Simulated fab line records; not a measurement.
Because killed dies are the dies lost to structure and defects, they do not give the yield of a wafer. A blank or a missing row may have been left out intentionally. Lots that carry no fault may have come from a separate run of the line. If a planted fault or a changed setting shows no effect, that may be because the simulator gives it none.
fab line records	flow n5_finfet
[record] lots = 24	wafers = 72	last_day = 18
route steps=1938 shown BEOL_M14@1760 BEOL_M15@1784 MIM_TOP@1837
lots that met no fault: taken from a fault-free run of the same line
start_h: hours from the record's first day to the start of the lot's first wafer shown	wait_h: how many hours have passed since the lot's step before this one	" unchanged from the row above	L1.1+2: a single row standing in for several wafers	- value missing, or start not given	* or withheld: withheld	< > ~ a bound
route shown NAME@n: names a module that has steps shown in the file, with the first one's number in the route	usual: the fault-free wafers' mean and standard deviation	same: alike in all rows	chamber/n: place in a boat	sites: the reading at each site	_std_site: standard deviation of those values	_edge_site: the outer-site mean with the inner-site mean subtracted	radius_mm: for every site, how far away it sits from the centre of the wafer	mask NAME#n: copy n	behind: tool/chamber where the wafer was last shaped	hold: why the lot went on hold/how many hours it stayed there/how the hold came to an end	device: names the non-switching transistor (n, p or np)	end of line: the tests these same wafers got at the end of their route	step lacking rows: just its recipe	killed: dies that structure and defects cost at the first sort, which is not the same as the wafer's yield	map: a wafer's dies, x killed, . not, _ none there
set.NAME: the setting as run; set.NAME@STEP: as run at that earlier step	model.NAME: the simulator's own value behind a step, which no gauge read
steps of the route over a sample of lots; a table a step, a row a wafer
services: a tool's chamber out of use, with start hour (start_h, from the record's first day; less than 0 if before it), hours out, and reason
[[steps]]
[step N5_BEOL_M14_DEGAS_41]
[recipe] ambient = vacuum	temp_c = 300	time_s = 60
[usual] heater_power_w = 463/47
lot.wafer	tool	chamber	start_h	wait_h	heater_power_w
L074.3	pvd_sputter-01	-	289.33	0.2	364
L074.4	"	-	"	"	433
L074.5	"	-	"	"	371
L075.3	pvd_sputter-01	-	293.09	0.4	443
L075.4	"	-	"	"	533
L075.6	"	-	"	"	432
L076.1	pvd_sputter-02	-	295.89	0.4	426
L076.2	"	-	"	"	469
L076.5	"	-	"	"	463
L079.1	pvd_sputter-01	-	296.47	0.7	447
L079.3	"	-	"	"	436
L079.5	"	-	"	"	431
L082.1	pvd_sputter-03	-	307.85	2.3	452
L082.4	"	-	"	"	481
L082.5	"	-	"	"	469
L077.1	pvd_sputter-03	-	308.93	0.7	539
L077.3	"	-	"	"	514
L077.6	"	-	"	"	483
L081.1	pvd_sputter-03	-	311.67	0.2	443
L081.3	"	-	"	"	524
L081.6	"	-	"	"	540
L080.1	pvd_sputter-03	-	323.10	0.2	521
L080.4	"	-	"	"	468
L080.5	"	-	"	"	453
L078.1	pvd_sputter-01	-	326.77	0.0	378
L078.4	"	-	"	"	439
L078.5	"	-	"	"	444
L084.2	pvd_sputter-02	-	334.99	1.4	470
L084.5	"	-	"	"	484
L084.6	"	-	"	"	446
L083.3	pvd_sputter-02	-	340.01	0.1	433
L083.5	"	-	"	"	429
L083.6	"	-	"	"	452
L086.2	pvd_sputter-03	-	342.96	0.1	464
L086.3	"	-	"	"	545
L086.6	"	-	"	"	476
L085.2	pvd_sputter-01	-	344.54	0.2	536
L085.3	"	-	"	"	367
L085.5	"	-	"	"	368
L089.1	pvd_sputter-02	-	363.05	0.2	480
L089.3	"	-	"	"	424
L089.5	"	-	"	"	423
L088.1	pvd_sputter-02	-	363.89	0.5	452
L088.2	"	-	"	"	439
L088.3	"	-	"	"	471
L087.3	pvd_sputter-02	-	366.44	0.3	415
L087.4	"	-	"	"	463
L087.5	"	-	"	"	450
L090.1	pvd_sputter-01	-	373.95	0.5	540
L090.2	"	-	"	"	445
L090.6	"	-	"	"	542
L091.1	pvd_sputter-03	-	383.30	0.2	451
L091.4	"	-	"	"	512
L091.5	"	-	"	"	540
L092.2	pvd_sputter-02	-	383.33	0.0	470
L092.4	"	-	"	"	453
L092.6	"	-	"	"	422
L094.1	pvd_sputter-03	-	383.74	0.4	449
L094.2	"	-	"	"	463
L094.4	"	-	"	"	547
L093.2	pvd_sputter-01	-	386.45	1.6	442
L093.3	"	-	"	"	531
L093.6	"	-	"	"	439
L095.4	pvd_sputter-02	-	399.19	0.5	476
L095.5	"	-	"	"	438
L095.6	"	-	"	"	455
L096.1	pvd_sputter-01	-	409.98	0.2	427
L096.3	"	-	"	"	544
L096.5	"	-	"	"	370
L097.2	pvd_sputter-03	-	411.51	0.4	450
L097.3	"	-	"	"	518
L097.6	"	-	"	"	456
[step N5_BEOL_M15_OVL_MEAS_11]
[recipe] points_per_wafer = 44
[usual] V14_OVL = -2/6.7
lot.wafer	tool	chamber	start_h	wait_h	V14_OVL[nm]
L074.3	overlay-02	0	291.37	0.0	-4
L074.4	"	0	"	"	6
L074.5	"	0	"	"	-4
L075.3	overlay-01	0	295.32	0.0	-4
L075.4	"	0	"	"	-10
L075.6	"	0	"	"	-4
L076.1	overlay-02	0	297.93	0.0	-5
L076.2	"	0	"	"	0
L076.5	"	0	"	"	4
L079.1	overlay-02	0	298.65	0.0	3
L079.3	"	0	"	"	4
L079.5	"	0	"	"	6
L082.1	overlay-02	0	309.93	0.0	-12
L082.4	"	0	"	"	-2
L082.5	"	0	"	"	-10
L077.1	overlay-01	0	311.00	0.0	-15
L077.3	"	0	"	"	-22
L077.6	"	0	"	"	-14
L081.1	overlay-02	0	313.69	0.0	-6
L081.3	"	0	"	"	-12
L081.6	"	0	"	"	3
L080.1	overlay-02	0	325.01	0.0	-9
L080.4	"	0	"	"	-11
L080.5	"	0	"	"	-1
L078.1	overlay-01	0	328.98	0.0	0
L078.4	"	0	"	"	-7
L078.5	"	0	"	"	-8
L084.2	overlay-02	0	337.03	0.0	-6
L084.5	"	0	"	"	-4
L084.6	"	0	"	"	-6
L083.3	overlay-01	0	342.66	0.0	-6
L083.5	"	0	"	"	-4
L083.6	"	0	"	"	-8
L086.2	overlay-01	0	345.02	0.0	2
L086.3	"	0	"	"	-6
L086.6	"	0	"	"	7
L085.2	overlay-01	0	346.47	0.0	-10
L085.3	"	0	"	"	0
L085.5	"	0	"	"	4
L089.1	overlay-02	0	365.09	0.0	-14
L089.3	"	0	"	"	-6
L089.5	"	0	"	"	-3
L088.1	overlay-02	0	365.93	0.0	8
L088.2	"	0	"	"	5
L088.3	"	0	"	"	6
L087.3	overlay-01	0	368.38	0.0	-1
L087.4	"	0	"	"	-8
L087.5	"	0	"	"	4
L090.1	overlay-01	0	375.86	0.0	11
L090.2	"	0	"	"	0
L090.6	"	0	"	"	-9
L091.1	overlay-02	0	385.32	0.0	17
L091.4	"	0	"	"	5
L091.5	"	0	"	"	9
L092.2	overlay-01	0	385.34	0.0	-4
L092.4	"	0	"	"	-1
L092.6	"	0	"	"	-2
L094.1	overlay-01	0	386.04	0.0	0
L094.2	"	0	"	"	7
L094.4	"	0	"	"	6
L093.2	overlay-02	0	388.38	0.0	-4
L093.3	"	0	"	"	0
L093.6	"	0	"	"	-6
L095.4	overlay-01	0	401.27	0.0	-9
L095.5	"	0	"	"	0
L095.6	"	0	"	"	-9
L096.1	overlay-02	0	412.11	0.0	3
L096.3	"	0	"	"	-2
L096.5	"	0	"	"	4
L097.2	overlay-01	0	413.57	0.0	6
L097.3	"	0	"	"	3
L097.6	"	0	"	"	6
[step N5_BEOL_M15_STRIP_63]
[recipe] chemistry = O2	power_w = 600	temp_c = 60	pressure_mtorr = 30	rf_frequency_hz = 6e+07	bias_power_w = 0	overash_fraction = 0.3	o2_flow_sccm = 225
[usual] drypump_motor_current_A = 5.61/0.29	oes_product_au = 0.80/0.09	rf_vpp_V = 3.6/0.74	showerhead_plenum_p_Torr = 2.10/0.075	throttle_valve_pct = 16.60/0.23
lot.wafer	tool	chamber	start_h	wait_h	drypump_motor_current_A	oes_product_au	rf_hours_counter_h	rf_vpp_V	showerhead_plenum_p_Torr	throttle_valve_pct
L074.3	rie_diel-05	3	-	-	6.31	0.90	28	4.6	2.22	16.61
L074.4	"	1	"	"	5.12	0.82	65	3.7	2.13	16.50
L074.5	"	1	"	"	5.13	0.83	-	4.0	2.13	16.50
L075.3	rie_diel-04	3	-	-	5.49	0.69	248	3.0	1.98	17.11
L075.4	"	1	"	"	5.92	0.71	201	4.0	2.15	16.55
L075.6	"	1	"	"	5.91	0.72	-	3.8	2.15	16.58
L076.1	rie_diel-05	1	-	-	5.07	0.83	67	3.7	2.13	16.49
L076.2	"	0	"	"	5.35	0.71	201	4.0	2.06	16.61
L076.5	"	1	"	"	5.10	0.81	-	4.6	2.13	16.50
L079.1	rie_diel-05	2	-	-	5.87	0.71	185	2.8	2.07	16.52
L079.3	"	3	"	"	6.31	0.88	31	4.9	2.22	16.63
L079.5	"	1	"	"	5.09	0.82	-	3.2	2.13	16.50
L082.1	rie_diel-02	2	-	-	5.66	0.89	26	3.5	2.13	16.29
L082.4	"	0	"	"	5.32	0.70	-	5.4	1.99	16.87
L082.5	"	3	"	"	5.47	0.88	-	2.7	2.04	16.63
L077.1	rie_diel-04	1	-	-	5.92	0.71	208	3.7	2.14	16.57
L077.3	"	2	"	"	5.75	0.88	25	4.2	2.04	16.26
L077.6	"	2	"	"	5.75	0.87	-	4.0	2.04	16.28
L081.1	rie_diel-02	3	-	-	5.49	0.87	30	4.2	2.04	16.63
L081.3	"	2	"	"	5.67	0.90	29	3.0	2.13	16.26
L081.6	"	3	"	"	5.50	0.88	-	4.8	2.04	16.65
L080.1	rie_diel-02	2	-	-	5.69	0.88	33	3.5	2.13	16.31
L080.4	"	1	"	"	5.85	0.90	18	4.1	2.16	16.31
L080.5	"	0	"	"	5.28	0.69	-	2.7	1.99	16.86
L078.1	rie_diel-04	0	-	-	5.68	0.69	229	2.9	2.07	17.12
L078.4	"	3	"	"	5.48	0.98	2	4.6	2.25	16.71
L078.5	"	2	"	"	5.77	0.87	-	3.9	2.04	16.29
L084.2	rie_diel-04	0	-	-	5.68	0.68	231	3.3	2.07	17.13
L084.5	"	3	"	"	5.48	0.97	-	3.8	2.24	16.70
L084.6	"	0	"	"	5.66	0.69	-	4.4	2.07	17.14
L083.3	rie_diel-02	2	-	-	5.66	0.86	40	3.7	2.12	16.30
L083.5	"	1	"	"	5.85	0.91	-	3.7	2.15	16.35
L083.6	"	2	"	"	5.67	0.87	-	3.1	2.12	16.30
L086.2	rie_diel-02	0	-	-	5.27	0.69	238	4.4	1.98	16.90
L086.3	"	3	"	"	5.46	0.85	42	3.0	2.03	16.65
L086.6	"	0	"	"	5.29	0.70	-	3.4	1.98	16.89
L085.2	rie_diel-05	3	-	-	6.30	0.87	44	4.9	2.21	16.67
L085.3	"	0	"	"	5.34	0.71	214	4.1	2.05	16.62
L085.5	"	2	"	"	5.87	0.69	-	5.3	2.07	16.55
L089.1	rie_diel-02	0	-	-	5.29	0.68	245	3.2	1.98	16.90
L089.3	"	2	"	"	5.71	0.85	47	4.1	2.12	16.32
L089.5	"	0	"	"	5.31	0.68	-	1.9	1.98	16.91
L088.1	rie_diel-02	0	-	-	5.29	0.68	246	4.6	1.98	16.89
L088.2	"	2	"	"	5.69	0.86	48	3.6	2.12	16.30
L088.3	"	1	"	"	5.82	0.87	35	3.5	2.15	16.35
L087.3	rie_diel-02	0	-	-	5.31	0.68	247	2.3	1.98	16.90
L087.4	"	3	"	"	5.47	0.83	50	3.5	2.03	16.66
L087.5	"	3	"	"	5.46	0.84	-	2.9	2.03	16.66
L090.1	rie_diel-02	2	-	-	5.69	0.85	50	3.9	2.12	16.32
L090.2	"	1	"	"	5.81	0.88	38	3.4	2.15	16.38
L090.6	"	3	"	"	5.48	0.85	-	4.2	2.03	16.67
L091.1	rie_diel-04	2	-	-	5.76	0.86	51	3.4	2.03	16.32
L091.4	"	3	"	"	5.49	0.92	21	3.3	2.24	16.73
L091.5	"	3	"	"	5.47	0.92	-	4.8	2.24	16.74
L092.2	rie_diel-05	2	-	-	5.88	0.69	207	3.8	2.07	16.56
L092.4	"	1	"	"	5.11	0.78	93	3.1	2.12	16.54
L092.6	"	2	"	"	5.88	0.69	-	2.6	2.07	16.55
L094.1	rie_diel-02	1	-	-	5.85	0.86	42	2.6	2.15	16.36
L094.2	"	2	"	"	5.72	0.84	54	2.7	2.12	16.31
L094.4	"	1	"	"	5.86	0.85	-	2.7	2.15	16.38
L093.2	rie_diel-05	1	-	-	5.10	0.78	94	4.4	2.12	16.56
L093.3	"	0	"	"	5.30	0.69	226	2.4	2.05	16.67
L093.6	"	0	"	"	5.34	0.69	-	4.0	2.05	16.64
L095.4	rie_diel-04	2	-	-	5.75	0.86	-	2.9	2.03	16.34
L095.5	"	3	"	"	5.52	0.92	-	4.7	2.24	16.74
L095.6	"	1	"	"	5.91	0.69	-	4.6	2.13	16.62
L096.1	rie_diel-02	3	-	-	5.45	0.81	66	4.1	2.02	16.70
L096.3	"	2	"	"	5.64	0.82	61	4.6	2.12	16.32
L096.5	"	3	"	"	5.47	0.81	-	4.5	2.02	16.69
L097.2	rie_diel-04	3	-	-	5.47	0.89	32	4.4	2.23	16.77
L097.3	"	2	"	"	5.73	0.84	62	3.8	2.03	16.34
L097.6	"	1	"	"	5.93	0.69	-	3.3	2.13	16.64
[step N5_BEOL_M15_ETCH_57]
[recipe] chemistry = N2/H2	target = SOC	source_w = 3000	bias_w = 350	time_s = 750	ion_energy_ev = 200	pressure_mtorr = 30	n2_flow_sccm = 200	h2_flow_sccm = 200
[usual] drypump_motor_current_A = 5.6/0.32	oes_product_au = 0.80/0.089	rf_vpp_V = 524.2/2.4	showerhead_plenum_p_Torr = 2.56/0.09	throttle_valve_pct = 17.73/0.19
lot.wafer	tool	chamber	start_h	wait_h	drypump_motor_current_A	oes_product_au	rf_hours_counter_h	rf_vpp_V	showerhead_plenum_p_Torr	throttle_valve_pct
L074.3	rie_diel-02	2	292.31	-	5.7	0.90	19	525.5	2.61	17.56
L074.4	"	1	"	"	5.8	0.93	11	526.0	2.62	17.35
L074.5	"	3	"	"	5.5	0.90	-	522.7	2.48	17.77
L075.3	rie_diel-05	3	296.23	-	6.3	0.90	30	529.3	2.71	17.88
L075.4	"	1	"	"	5.1	0.82	67	525.3	2.57	17.56
L075.6	"	2	"	"	5.9	0.71	-	522.7	2.52	17.52
L076.1	rie_diel-05	1	298.59	-	5.1	0.83	68	524.2	2.57	17.56
L076.2	"	3	"	"	6.3	0.89	31	527.6	2.71	17.89
L076.5	"	2	"	"	5.9	0.71	-	525.6	2.52	17.52
L079.1	rie_diel-02	0	299.97	-	5.3	0.70	218	521.3	2.42	17.90
L079.3	"	1	"	"	5.8	0.90	14	524.1	2.61	17.34
L079.5	"	2	"	"	5.7	0.90	-	524.4	2.61	17.57
L082.1	rie_diel-02	2	310.65	-	5.7	0.89	27	524.5	2.61	17.59
L082.4	"	2	"	"	5.7	0.89	-	524.7	2.61	17.59
L082.5	"	3	"	"	5.4	0.89	-	523.0	2.48	17.79
L077.1	rie_diel-05	3	311.67	-	6.3	0.89	35	528.9	2.71	17.88
L077.3	"	0	"	"	5.4	0.71	205	524.7	2.51	17.67
L077.6	"	1	"	"	5.1	0.82	-	524.4	2.57	17.58
L081.1	rie_diel-04	0	314.35	-	5.7	0.70	223	523.8	2.50	18.07
L081.3	"	2	"	"	5.7	0.90	26	521.5	2.50	17.53
L081.6	"	1	"	"	5.9	0.71	-	527.3	2.64	17.89
L080.1	rie_diel-05	1	325.79	-	5.1	0.81	76	524.7	2.57	17.58
L080.4	"	1	"	"	5.1	0.80	-	524.9	2.57	17.58
L080.5	"	0	"	"	5.3	0.70	-	523.6	2.50	17.68
L078.1	rie_diel-04	3	329.79	-	5.5	0.97	2	529.3	2.72	17.78
L078.4	"	1	"	"	5.9	0.70	215	525.7	2.64	17.88
L078.5	"	1	"	"	6.0	0.71	-	526.7	2.64	17.89
L084.2	rie_diel-02	2	337.68	-	5.7	0.87	38	524.4	2.60	17.60
L084.5	"	1	"	"	5.8	0.88	-	525.6	2.61	17.39
L084.6	"	0	"	"	5.3	0.69	-	518.9	2.41	17.94
L083.3	rie_diel-04	2	343.39	-	5.7	0.87	38	521.9	2.50	17.56
L083.5	"	0	"	"	5.7	0.68	-	522.5	2.49	18.08
L083.6	"	1	"	"	5.9	0.69	-	526.6	2.64	17.88
L086.2	rie_diel-02	3	346.12	-	5.4	0.86	42	522.9	2.47	17.81
L086.3	"	1	"	"	5.8	0.88	28	524.3	2.61	17.38
L086.6	"	0	"	"	5.3	0.69	-	520.9	2.41	17.94
L085.2	rie_diel-02	3	347.34	-	5.5	0.86	43	522.4	2.47	17.82
L085.3	"	1	"	"	5.9	0.87	29	525.7	2.61	17.39
L085.5	"	3	"	"	5.5	0.86	-	521.8	2.47	17.81
L089.1	rie_diel-05	0	365.74	-	5.3	0.70	218	522.1	2.50	17.69
L089.3	"	1	"	"	5.1	0.79	86	524.7	2.57	17.58
L089.5	"	3	"	"	6.3	0.87	-	528.9	2.71	17.89
L088.1	rie_diel-05	0	366.73	-	5.3	0.71	219	521.7	2.50	17.67
L088.2	"	3	"	"	6.3	0.87	50	527.0	2.71	17.92
L088.3	"	2	"	"	5.9	0.70	201	522.5	2.51	17.56
L087.3	rie_diel-02	1	369.04	-	5.8	0.87	35	525.7	2.61	17.39
L087.4	"	0	"	"	5.3	0.68	247	519.5	2.41	17.95
L087.5	"	2	"	"	5.7	0.86	-	524.1	2.60	17.62
L090.1	rie_diel-02	2	376.52	-	5.7	0.85	51	524.8	2.60	17.64
L090.2	"	3	"	"	5.5	0.84	53	522.2	2.47	17.82
L090.6	"	1	"	"	5.9	0.86	-	525.4	2.60	17.40
L091.1	rie_diel-04	3	386.06	-	5.5	0.92	21	528.2	2.71	17.85
L091.4	"	1	"	"	5.9	0.69	234	525.2	2.63	17.93
L091.5	"	0	"	"	5.7	0.67	-	522.4	2.49	18.09
L092.2	rie_diel-05	3	386.52	-	6.3	0.85	56	527.8	2.70	17.90
L092.4	"	2	"	"	5.9	0.69	207	523.2	2.51	17.59
L092.6	"	0	"	"	5.3	0.70	-	522.7	2.50	17.69
L094.1	rie_diel-04	2	386.92	-	5.8	0.86	51	522.5	2.49	17.58
L094.2	"	3	"	"	5.5	0.92	22	528.8	2.71	17.83
L094.4	"	0	"	"	5.7	0.68	249	521.0	2.49	18.12
L093.2	rie_diel-05	1	389.05	-	5.1	0.79	94	524.8	2.56	17.62
L093.3	"	0	"	"	5.3	0.69	226	523.0	2.50	17.70
L093.6	"	0	"	"	5.3	0.70	-	523.7	2.50	17.68
L095.4	rie_diel-02	3	402.34	-	5.5	0.83	-	521.9	2.47	17.83
L095.5	"	3	"	"	5.5	0.82	-	520.2	2.47	17.85
L095.6	"	1	"	"	5.8	0.85	-	524.7	2.60	17.42
L096.1	rie_diel-02	1	412.76	-	5.9	0.84	53	527.4	2.60	17.42
L096.3	"	2	"	"	5.7	0.83	61	524.5	2.59	17.65
L096.5	"	3	"	"	5.5	0.81	-	520.2	2.46	17.85
L097.2	rie_diel-04	1	414.22	-	5.9	0.68	245	525.0	2.63	17.95
L097.3	"	2	"	"	5.7	0.83	62	522.1	2.49	17.60
L097.6	"	3	"	"	5.5	0.91	-	527.8	2.71	17.86
[step N5_BEOL_M15_STRIP_36]
[recipe] chemistry = O2	power_w = 600	temp_c = 60	pressure_mtorr = 30	rf_frequency_hz = 6e+07	bias_power_w = 0	overash_fraction = 0.3	o2_flow_sccm = 225
[usual] drypump_motor_current_A = 5.7/0.3	oes_product_au = 0.80/0.089	rf_vpp_V = 3.6/0.91	showerhead_plenum_p_Torr = 2.10/0.071	throttle_valve_pct = 16.58/0.22
lot.wafer	tool	chamber	start_h	wait_h	drypump_motor_current_A	oes_product_au	rf_hours_counter_h	rf_vpp_V	showerhead_plenum_p_Torr	throttle_valve_pct
L074.3	rie_diel-02	1	299.07	5.6	5.8	0.92	14	3.1	2.16	16.34
L074.4	"	0	"	"	5.3	0.70	217	4.3	1.99	16.86
L074.5	"	1	"	"	5.8	0.92	-	3.7	2.16	16.28
L075.3	rie_diel-05	1	300.95	3.5	5.1	0.82	69	4.2	2.13	16.51
L075.4	"	0	"	"	5.3	0.71	202	3.9	2.06	16.63
L075.6	"	3	"	"	6.3	0.89	-	3.2	2.22	16.67
L076.1	rie_diel-05	2	301.20	1.2	5.9	0.71	186	3.2	2.07	16.55
L076.2	"	3	"	"	6.3	0.89	32	4.2	2.22	16.68
L076.5	"	3	"	"	6.3	0.89	-	2.1	2.22	16.65
L079.1	rie_diel-04	2	304.35	2.7	5.8	0.90	22	3.3	2.04	16.25
L079.3	"	0	"	"	5.7	0.70	219	4.1	2.07	17.11
L079.5	"	1	"	"	6.0	0.71	-	3.5	2.14	16.55
L082.1	rie_diel-02	0	315.58	3.3	5.3	0.69	225	4.7	1.99	16.88
L082.4	"	2	"	"	5.7	0.87	-	4.1	2.13	16.30
L082.5	"	0	"	"	5.3	0.70	-	3.1	1.99	16.88
L077.1	rie_diel-02	2	317.24	4.2	5.7	0.88	31	3.5	2.13	16.28
L077.3	"	3	"	"	5.5	0.88	31	3.6	2.03	16.65
L077.6	"	0	"	"	5.3	0.69	-	3.5	1.99	16.86
L081.1	rie_diel-02	0	317.92	2.2	5.3	0.69	226	1.8	1.99	16.88
L081.3	"	3	"	"	5.5	0.87	31	4.8	2.03	16.66
L081.6	"	0	"	"	5.3	0.69	-	1.8	1.99	16.88
L080.1	rie_diel-02	0	327.73	0.6	5.3	0.69	230	5.6	1.99	16.88
L080.4	"	1	"	"	5.8	0.91	20	2.4	2.16	16.35
L080.5	"	0	"	"	5.3	0.70	-	4.2	1.99	16.87
L078.1	rie_diel-04	0	339.46	8.2	5.7	0.68	232	5.0	2.07	17.12
L078.4	"	1	"	"	5.9	0.70	218	3.9	2.14	16.61
L078.5	"	3	"	"	5.5	0.95	-	2.9	2.24	16.71
L084.2	rie_diel-02	2	339.64	0.8	5.7	0.86	39	3.2	2.13	16.28
L084.5	"	2	"	"	5.6	0.85	-	3.7	2.13	16.29
L084.6	"	1	"	"	5.9	0.90	-	3.4	2.15	16.36
L083.3	rie_diel-04	3	347.30	2.1	5.5	0.96	9	3.8	2.24	16.71
L083.5	"	1	"	"	5.9	0.71	-	2.4	2.14	16.58
L083.6	"	0	"	"	5.7	0.68	-	4.2	2.07	17.10
L086.2	rie_diel-05	3	350.23	2.9	6.3	0.87	46	4.4	2.21	16.67
L086.3	"	0	"	"	5.3	0.71	214	4.3	2.05	16.57
L086.6	"	0	"	"	5.3	0.70	-	3.4	2.05	16.60
L085.2	rie_diel-02	2	350.38	1.5	5.7	0.87	43	2.0	2.12	16.31
L085.3	"	1	"	"	5.8	0.89	31	4.0	2.15	16.38
L085.5	"	2	"	"	5.7	0.86	-	3.0	2.12	16.30
L089.1	rie_diel-04	0	369.61	2.5	5.7	0.67	243	2.8	2.06	17.16
L089.3	"	3	"	"	5.5	0.91	15	1.7	2.24	16.72
L089.5	"	1	"	"	5.9	0.69	-	4.0	2.14	16.62
L088.1	rie_diel-05	0	370.13	2.1	5.3	0.69	220	2.8	2.05	16.63
L088.2	"	1	"	"	5.1	0.78	88	4.7	2.12	16.57
L088.3	"	3	"	"	6.3	0.88	51	4.0	2.21	16.68
L087.3	rie_diel-05	2	372.99	2.3	5.9	0.70	203	2.7	2.07	16.58
L087.4	"	0	"	"	5.3	0.70	220	5.9	2.05	16.61
L087.5	"	1	"	"	5.2	0.80	-	2.5	2.12	16.55
L090.1	rie_diel-04	2	378.67	0.6	5.8	0.86	49	2.5	2.03	16.33
L090.2	"	3	"	"	5.5	0.92	18	4.5	2.24	16.74
L090.6	"	2	"	"	5.8	0.85	-	3.1	2.03	16.33
L091.1	rie_diel-02	1	391.28	4.0	5.8	0.86	44	3.1	2.15	16.41
L091.4	"	2	"	"	5.7	0.84	-	5.1	2.12	16.36
L091.5	"	3	"	"	5.5	0.82	-	4.4	2.03	16.72
L092.2	rie_diel-02	2	391.53	3.9	5.6	0.84	57	3.6	2.12	16.34
L092.4	"	2	"	"	5.7	0.86	-	3.3	2.12	16.33
L092.6	"	1	"	"	5.8	0.86	-	3.9	2.15	16.40
L094.1	rie_diel-04	1	391.67	3.6	5.9	0.70	237	3.7	2.13	16.62
L094.2	"	2	"	"	5.8	0.85	53	2.1	2.03	16.31
L094.4	"	2	"	"	5.8	0.87	-	2.6	2.03	16.29
L093.2	rie_diel-04	2	394.95	4.4	5.7	0.84	54	3.4	2.03	16.31
L093.3	"	1	"	"	5.9	0.69	238	3.4	2.13	16.63
L093.6	"	3	"	"	5.5	0.92	-	3.1	2.24	16.75
L095.4	rie_diel-05	0	404.90	1.0	5.3	0.68	231	2.9	2.05	16.62
L095.5	"	1	"	"	5.1	0.78	-	3.4	2.12	16.56
L095.6	"	0	"	"	5.3	0.69	-	3.5	2.05	16.64
L096.1	rie_diel-02	1	418.68	4.7	5.8	0.85	55	3.6	2.14	16.38
L096.3	"	2	"	"	5.6	0.83	63	3.4	2.12	16.31
L096.5	"	1	"	"	5.9	0.85	-	4.5	2.14	16.39
L097.2	rie_diel-05	1	418.76	3.4	5.1	0.77	103	2.7	2.12	16.58
L097.3	"	2	"	"	5.9	0.69	216	3.0	2.06	16.61
L097.6	"	2	"	"	5.9	0.69	-	3.7	2.06	16.60
[step N5_MIM_TOP_DEGAS_04]
[recipe] ambient = vacuum	temp_c = 300	time_s = 60
[usual] heater_power_w = 460/51
lot.wafer	tool	chamber	start_h	wait_h	heater_power_w
L074.3	pvd_sputter-02	-	305.09	-	452
L074.4	"	-	"	"	479
L074.5	"	-	"	"	464
L075.3	pvd_sputter-03	-	308.17	-	544
L075.4	"	-	"	"	453
L075.6	"	-	"	"	529
L076.1	pvd_sputter-03	-	308.29	-	454
L076.2	"	-	"	"	457
L076.5	"	-	"	"	444
L079.1	pvd_sputter-02	-	310.20	-	463
L079.3	"	-	"	"	423
L079.5	"	-	"	"	466
L082.1	pvd_sputter-03	-	320.16	-	480
L082.4	"	-	"	"	446
L082.5	"	-	"	"	527
L077.1	pvd_sputter-03	-	323.42	-	456
L077.3	"	-	"	"	467
L077.6	"	-	"	"	461
L081.1	pvd_sputter-01	-	323.43	-	359
L081.3	"	-	"	"	450
L081.6	"	-	"	"	359
L080.1	pvd_sputter-01	-	333.63	-	382
L080.4	"	-	"	"	432
L080.5	"	-	"	"	440
L078.1	pvd_sputter-03	-	344.07	-	521
L078.4	"	-	"	"	456
L078.5	"	-	"	"	510
L084.2	pvd_sputter-02	-	344.39	-	462
L084.5	"	-	"	"	463
L084.6	"	-	"	"	424
L083.3	pvd_sputter-01	-	351.26	-	442
L083.5	"	-	"	"	439
L083.6	"	-	"	"	370
L086.2	pvd_sputter-01	-	356.70	-	365
L086.3	"	-	"	"	441
L086.6	"	-	"	"	531
L085.2	pvd_sputter-03	-	356.72	-	471
L085.3	"	-	"	"	455
L085.5	"	-	"	"	550
L089.1	pvd_sputter-02	-	376.32	-	459
L089.3	"	-	"	"	411
L089.5	"	-	"	"	449
L088.1	pvd_sputter-03	-	378.06	-	462
L088.2	"	-	"	"	511
L088.3	"	-	"	"	455
L087.3	pvd_sputter-02	-	381.62	-	419
L087.4	"	-	"	"	450
L087.5	"	-	"	"	423
L090.1	pvd_sputter-01	-	383.77	-	441
L090.2	"	-	"	"	369
L090.6	"	-	"	"	434
L092.2	pvd_sputter-01	-	398.50	-	369
L092.4	"	-	"	"	439
L092.6	"	-	"	"	439
L091.1	pvd_sputter-02	-	398.52	-	469
L091.4	"	-	"	"	460
L091.5	"	-	"	"	421
L094.1	pvd_sputter-01	-	398.62	-	370
L094.2	"	-	"	"	434
L094.4	"	-	"	"	536
L093.2	pvd_sputter-02	-	401.85	-	425
L093.3	"	-	"	"	480
L093.6	"	-	"	"	424
L095.4	pvd_sputter-01	-	410.54	-	433
L095.5	"	-	"	"	426
L095.6	"	-	"	"	441
L096.1	pvd_sputter-03	-	423.20	-	445
L096.3	"	-	"	"	549
L096.5	"	-	"	"	451
L097.2	pvd_sputter-01	-	425.37	-	540
L097.3	"	-	"	"	435
L097.6	"	-	"	"	367
[[services]]
tool	chamber	start_h	hours	kind
rie_diel-04	3	301.26	-	clean
rie_diel-04	3	301.26	-	consumable_replace:focus_ring
rie_diel-04	3	301.26	-	consumable_replace:showerhead
rie_diel-02	1	307.24	11.4	repair
rie_diel-05	-	330.98	14.6	pm
pvd_sputter-01	-	352.83	2.6	repair
rie_diel-02	0	377.97	-	clean
rie_diel-02	0	377.97	-	consumable_replace:focus_ring
rie_diel-02	0	377.97	-	consumable_replace:showerhead
rie_diel-02	0	377.97	28.3	scheduled_down
rie_diel-02	0	377.97	28.3	vent_cycle
rie_diel-05	-	379.52	0.5	repair
rie_diel-02	3	381.15	5.7	repair
rie_diel-04	0	389.62	-	clean
rie_diel-04	0	389.62	-	consumable_replace:focus_ring
rie_diel-04	0	389.62	32.8	scheduled_down
rie_diel-04	0	389.62	32.8	vent_cycle
rie_diel-02	2	400.52	7.9	repair
pvd_sputter-01	-	414.53	1.3	repair
[[key]]
fault none
